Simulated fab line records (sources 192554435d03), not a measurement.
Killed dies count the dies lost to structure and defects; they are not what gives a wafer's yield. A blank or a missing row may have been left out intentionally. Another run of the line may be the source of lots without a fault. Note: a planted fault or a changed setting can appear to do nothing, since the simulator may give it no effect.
Matching of chambers -- flow n5_finfet -- rie_diel-01 running N5_BEOL_M6_VIA_ETCH_34: 4 sister chambers
The step etches SiCOH lowk in C4F6/O2, target depth 126.3 nm, time 50.9 s. 4 wafers are shown with their chamber, then 10 later ones without.

## EACH WAFER AND ITS CHAMBER
wafer,chamber,showerhead_plenum_p_Torr (Torr)
L086.1,2,2.85
L086.3,1,3.01
L089.3,0,2.76
L089.4,3,2.74

## WAFERS MISSING THEIR CHAMBER
wafer,showerhead_plenum_p_Torr (Torr)
L089.6,2.74
L090.2,2.74
L090.4,3.01
L090.6,3.01
L095.2,3.00
L095.3,2.75
L095.5,2.74
L097.2,2.74
L097.3,2.84
L097.5,2.75

## WHICH CHAMBER EACH WENT THROUGH
wafer,from the rows above,in truth
L089.6,3,3
L090.2,3,3
L090.4,1,1
L090.6,1,1
L095.2,1,1
L095.3,can't be placed: 0 or 3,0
L095.5,3,3
L097.2,3,3
L097.3,2,2
L097.5,can't be placed: 0 or 3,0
8 of 10 placed correctly. These rows do not allow placing 2 (true chamber among the candidates in 2). Wrongly placed: 0.
How it was worked out, from the rows above alone: a wafer's distance from a chamber is the root of the sum, over the readings, of the square of ((its reading less the chamber's mean) divided by the reading's scatter). The wafer belongs to the nearest chamber; if the next one is less than 2 further off, it can't be placed. For every chamber, the mean is computed from those of its wafers that are shown. The scatter: root of mean squared gap, hidden wafer to nearest shown wafer, with one shown wafer a chamber.
